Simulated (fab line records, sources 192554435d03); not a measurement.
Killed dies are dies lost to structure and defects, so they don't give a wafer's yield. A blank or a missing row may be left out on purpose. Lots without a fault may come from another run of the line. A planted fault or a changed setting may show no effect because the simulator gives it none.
Which tool did it? | flow n5_finfet | 24 lots, 72 wafers sampled, at 3 steps of a route of 1938

WHAT THE GAUGES READ, wafer by wafer
N5_FIN_CUT_OVL_MEAS_09. Usual: FIN_CUT_OVL -0.3 nm, standard deviation 0.68.
lot  | measured    | on         | FIN_CUT_OVL (nm) | flag
L074 | day 2 03:02 | overlay-01 | 0.1 -0.3 -0.3    |
L075 | day 2 09:16 | overlay-02 | -1.2 -1.2 -0.5   |
L076 | day 2 15:50 | overlay-02 | 1.0 -0.4 0.9     |
L077 | day 2 20:56 | overlay-02 | 0.5 0.5 0.2      |
L078 | day 3 02:46 | overlay-02 | -0.4 0.0 -0.2    |
L079 | day 3 08:58 | overlay-01 | -0.2 -0.5 -0.5   |
L080 | day 3 17:35 | overlay-02 | -1.6 0.4 0.1     |
L081 | day 3 20:29 | overlay-02 | -0.9 -0.8 -0.6   |
L082 | day 4 04:47 | overlay-01 | 0.6 0.4 -0.4     |
L083 | day 4 09:41 | overlay-01 | -0.2 -0.5 -1.2   |
L084 | day 4 14:44 | overlay-02 | -0.4 0.0 -1.7    |
L085 | day 4 23:22 | overlay-01 | -0.9 -1.2 -0.8   |
L086 | day 5 02:57 | overlay-02 | -0.7 1.0 0.7     |
L087 | day 5 10:46 | overlay-02 | -0.6 -0.4 -1.5   |
L088 | day 5 14:25 | overlay-02 | -0.3 -0.4 -1.0   |
L089 | day 5 21:31 | overlay-01 | -0.1 -0.6 -0.7   |
L090 | day 6 02:46 | overlay-02 | 0.2 0.9 -0.4     |
L091 | day 6 08:56 | overlay-02 | -0.2 -1.0 0.7    |
L092 | day 6 15:04 | overlay-01 | 0.9 -0.2 0.3     |
L093 | day 6 21:23 | overlay-02 | -0.7 -0.7 0.0    |
L094 | day 7 02:27 | overlay-02 | 0.8 -0.3 -0.1    |
L095 | day 7 08:34 | overlay-02 | -0.1 -1.0 -1.0   |
L096 | day 7 14:55 | overlay-01 | -0.5 0.0 -0.7    |
L097 | day 7 22:14 | overlay-01 | 0.5 -1.0 -1.3    |

WHICH TOOL RAN EACH LOT (tool, then ch and the chambers of the sampled wafers, then the start)
lot  | N5_FIN_SAQP_RECESS_75             | N5_FIN_SAQP_RECESS_71
L074 | vapor_etch-01 ch 0,1, day 1 23:07 | vapor_etch-01 ch 0,1, day 2 01:20
L075 | vapor_etch-01 ch 0,1, day 2 05:17 | vapor_etch-01 ch 0,1, day 2 07:38
L076 | vapor_etch-02 ch 0,1, day 2 11:41 | vapor_etch-01 ch 0,1, day 2 13:56
L077 | vapor_etch-01 ch 0,1, day 2 16:52 | vapor_etch-02 ch 0, day 2 19:11
L078 | vapor_etch-02 ch 0,1, day 2 22:35 | vapor_etch-01 ch 0,1, day 3 01:03
L079 | vapor_etch-02 ch 0,1, day 3 04:55 | vapor_etch-01 ch 1, day 3 07:05
L080 | vapor_etch-02 ch 0,1, day 3 13:40 | vapor_etch-02 ch 0,1, day 3 15:50
L081 | vapor_etch-02 ch 0,1, day 3 16:23 | vapor_etch-02 ch 0,1, day 3 18:35
L082 | vapor_etch-02 ch 1, day 4 00:51   | vapor_etch-02 ch 0,1, day 4 03:01
L083 | vapor_etch-01 ch 0,1, day 4 05:40 | vapor_etch-01 ch 0,1, day 4 07:58
L084 | vapor_etch-01 ch 0,1, day 4 10:56 | vapor_etch-01 ch 0,1, day 4 13:10
L085 | vapor_etch-01 ch 0,1, day 4 19:12 | vapor_etch-02 ch 0,1, day 4 21:23
L086 | vapor_etch-02 ch 0,1, day 4 23:11 | vapor_etch-02 ch 0,1, day 5 01:22
L087 | vapor_etch-02 ch 1, day 5 06:39   | vapor_etch-01 ch 0,1, day 5 08:53
L088 | vapor_etch-02 ch 0,1, day 5 10:31 | vapor_etch-02 ch 0,1, day 5 12:49
L089 | vapor_etch-01 ch 0,1, day 5 17:14 | vapor_etch-01 ch 0,1, day 5 19:49
L090 | vapor_etch-01 ch 0,1, day 5 22:49 | vapor_etch-02 ch 0,1, day 6 01:02
L091 | vapor_etch-01 ch 0,1, day 6 05:02 | vapor_etch-02 ch 0,1, day 6 07:13
L092 | vapor_etch-01 ch 0,1, day 6 10:55 | vapor_etch-02 ch 0,1, day 6 13:28
L093 | vapor_etch-01 ch 0,1, day 6 16:56 | vapor_etch-02 ch 0,1, day 6 19:39
L094 | vapor_etch-01 ch 0,1, day 6 22:41 | vapor_etch-02 ch 0,1, day 7 00:52
L095 | vapor_etch-01 ch 0,1, day 7 04:28 | vapor_etch-02 ch 0,1, day 7 06:53
L096 | vapor_etch-01 ch 0,1, day 7 11:10 | vapor_etch-01 ch 0,1, day 7 13:22
L097 | vapor_etch-02 ch 0,1, day 7 17:08 | vapor_etch-01 ch 0,1, day 7 20:16
- N5_FIN_SAQP_RECESS_75: chemistry HF/NH3, target SiO2, target depth 14.4 nm, afs cycles 3, sublimation time 60 s.
- N5_FIN_SAQP_RECESS_71: chemistry HF/NH3, target SiO2, target depth 3 nm, afs cycles 1, sublimation time 60 s.

WHAT THE TOOLS THEMSELVES READ (means of the sampled wafers that have a number; where no wafer has one, the mark that the record gives instead)
N5_FIN_SAQP_RECESS_75. Usual: drypump_motor_current_A 5.5 A, standard deviation 0.5.
lot  | tool          | drypump_motor_current_A (A) | flag
L074 | vapor_etch-01 | 5.8                         |
L075 | vapor_etch-01 | 5.8                         |
L076 | vapor_etch-02 | 5.0                         |
L077 | vapor_etch-01 | 5.9                         |
L078 | vapor_etch-02 | 4.9                         |
L079 | vapor_etch-02 | 5.1                         |
L080 | vapor_etch-02 | 4.9                         |
L081 | vapor_etch-02 | 4.9                         |
L082 | vapor_etch-02 | 4.7                         |
L083 | vapor_etch-01 | 5.8                         |
L084 | vapor_etch-01 | 5.9                         |
L085 | vapor_etch-01 | 5.9                         |
L086 | vapor_etch-02 | 5.0                         |
L087 | vapor_etch-02 | 4.7                         |
L088 | vapor_etch-02 | 4.9                         |
L089 | vapor_etch-01 | 5.8                         |
L090 | vapor_etch-01 | 5.9                         |
L091 | vapor_etch-01 | 5.8                         |
L092 | vapor_etch-01 | 5.9                         |
L093 | vapor_etch-01 | 5.8                         |
L094 | vapor_etch-01 | 5.8                         |
L095 | vapor_etch-01 | 5.9                         |
L096 | vapor_etch-01 | 5.9                         |
L097 | vapor_etch-02 | 5.0                         |

N5_FIN_SAQP_RECESS_71. Usual: drypump_motor_current_A 5.4 A, standard deviation 0.5.
lot  | tool          | drypump_motor_current_A (A) | flag
L074 | vapor_etch-01 | 5.8                         |
L075 | vapor_etch-01 | 5.8                         |
L076 | vapor_etch-01 | 5.8                         |
L077 | vapor_etch-02 | 5.2                         |
L078 | vapor_etch-01 | 5.9                         |
L079 | vapor_etch-01 | 6.1                         |
L080 | vapor_etch-02 | 4.9                         |
L081 | vapor_etch-02 | 5.0                         |
L082 | vapor_etch-02 | 4.9                         |
L083 | vapor_etch-01 | 5.8                         |
L084 | vapor_etch-01 | 5.8                         |
L085 | vapor_etch-02 | 5.0                         |
L086 | vapor_etch-02 | 5.0                         |
L087 | vapor_etch-01 | 5.9                         |
L088 | vapor_etch-02 | 5.0                         |
L089 | vapor_etch-01 | 5.9                         |
L090 | vapor_etch-02 | 4.9                         |
L091 | vapor_etch-02 | 4.9                         |
L092 | vapor_etch-02 | 4.9                         |
L093 | vapor_etch-02 | 5.0                         |
L094 | vapor_etch-02 | 5.0                         |
L095 | vapor_etch-02 | 4.9                         |
L096 | vapor_etch-01 | 5.9                         |
L097 | vapor_etch-01 | 5.8                         |

THE ANSWER, worked out from the rows above alone
Rule: a lot is off if the mean of its wafers that have a number lies more than 3 standard deviations from the usual mean. A lot without any number at a reading at which 4 lots or more have one is off too. The other lots that the step has rows for count as sound. The gauges are gone through in route order, then the tools' own readings, and for those a lot's mean is taken as printed above. The first step at which some lot is off is used, and at that step the reading that is off furthest; a lot without a number counts as furthest.
No lot is off at any reading shown: from this, nothing can be told.

WHAT THE SIMULATOR HAD PUT IN
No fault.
